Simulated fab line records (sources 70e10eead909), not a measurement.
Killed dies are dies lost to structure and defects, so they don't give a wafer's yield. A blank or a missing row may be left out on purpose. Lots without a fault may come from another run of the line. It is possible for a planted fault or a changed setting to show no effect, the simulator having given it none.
Which of the tools did it? | flow nand harc | 18 wafers from 6 lots sampled at 5 of the route's 1302 steps

## WHAT THE GAUGES READ, wafer by wafer
NHARC_END_SORT_01.
lot  | measured     | on        | killed at array
L305 | day 25 02:49 | prober-01 | 69 57 56
L317 | day 30 06:29 | prober-01 | 41 38 43
L320 | day 30 23:29 | prober-02 | 45 40 49

## TOOL THAT RAN EACH LOT (tool first, then ch and the chambers of the sampled wafers, then the start)
lot  | NHARC_A_CHANNEL_HOLE_D1_ETCH_33  | NHARC_A_CHANNEL_FILL_D1_ALD_02   | NHARC_A_CHANNEL_FILL_D1_ALD_15                 | NHARC_A_CHANNEL_FILL_D1_ETCHBACK_20
L305 | har etch-01 ch 0,1, day 9 09:13  | ald hk-02 ch 1,2,3, day 9 13:11  | ald sin batch-03 ch 0, day 10 13:10 or earlier | rie diel-01 ch 0,3, day 10 13:10
L317 | har etch-02 ch 1, day 14 06:43   | ald hk-04 ch 0,1,2, day 14 08:49 | ald sin batch-02 ch 0, day 15 09:28 or earlier | rie diel-01 ch 0,2,3, day 15 09:28
L319 | har etch-02 ch 0,1, day 15 03:50 | ald hk-02 ch 0,1, day 15 05:52   | ald sin batch-01 ch 0, day 16 05:46 or earlier | rie diel-05 ch 0,1, day 16 05:46
L320 | har etch-01 ch 1, day 15 15:29   | ald hk-03 ch 0,3, day 15 17:23   | ald sin batch-02 ch 0, day 16 16:48 or earlier | rie diel-05 ch 0,1,2, day 16 16:48
L325 | har etch-02 ch 0,1, day 17 22:24 | ald hk-04 ch 0,3, day 18 00:14   | ald sin batch-03 ch 0, day 19 00:25 or earlier | rie diel-08 ch 0,1,3, day 19 00:25
L327 | har etch-01 ch 0,1, day 18 06:23 | ald hk-02 ch 0,3, day 18 08:14   | ald sin batch-02 ch 0, day 19 08:17 or earlier | rie diel-08 ch 2,3, day 19 08:17
- NHARC_A_CHANNEL_HOLE_D1_ETCH_33: etches the open film in C4F8/O2/Ar, time 90 s, target depth 400 nm.
- NHARC_A_CHANNEL_FILL_D1_ALD_02: deposits SiO2, target thk 6 nm, pulse time 10 s, ald cycles 60.
- NHARC_A_CHANNEL_FILL_D1_ALD_15: deposits SiNx, target thk 2 nm, pulse time 60 s, ald cycles 19.
- NHARC_A_CHANNEL_FILL_D1_ETCHBACK_20: etches the open film in C4F8/O2/Ar, target depth 27 nm, time 13.5 s.

## THE ANSWER, worked out from the rows above alone
Rule: what is usual is taken from the lots themselves. The widest of any qualifying gaps counts: lots, ordered by their means at a reading, are off when they make up no more than a third of the lots, leave a main group of 4 or more, and stand apart from it by 3 or more times the standard deviation of that group's means. Not used: any main group whose means are identical at the precision the tables above print for the reading. A lot without any number at a reading at which 4 lots or more have one is off too. All remaining lots with rows at the step are treated as sound.
No lot is off on any of the readings shown, so nothing can be concluded from this.

## WHAT THE SIMULATOR HAD PUT IN
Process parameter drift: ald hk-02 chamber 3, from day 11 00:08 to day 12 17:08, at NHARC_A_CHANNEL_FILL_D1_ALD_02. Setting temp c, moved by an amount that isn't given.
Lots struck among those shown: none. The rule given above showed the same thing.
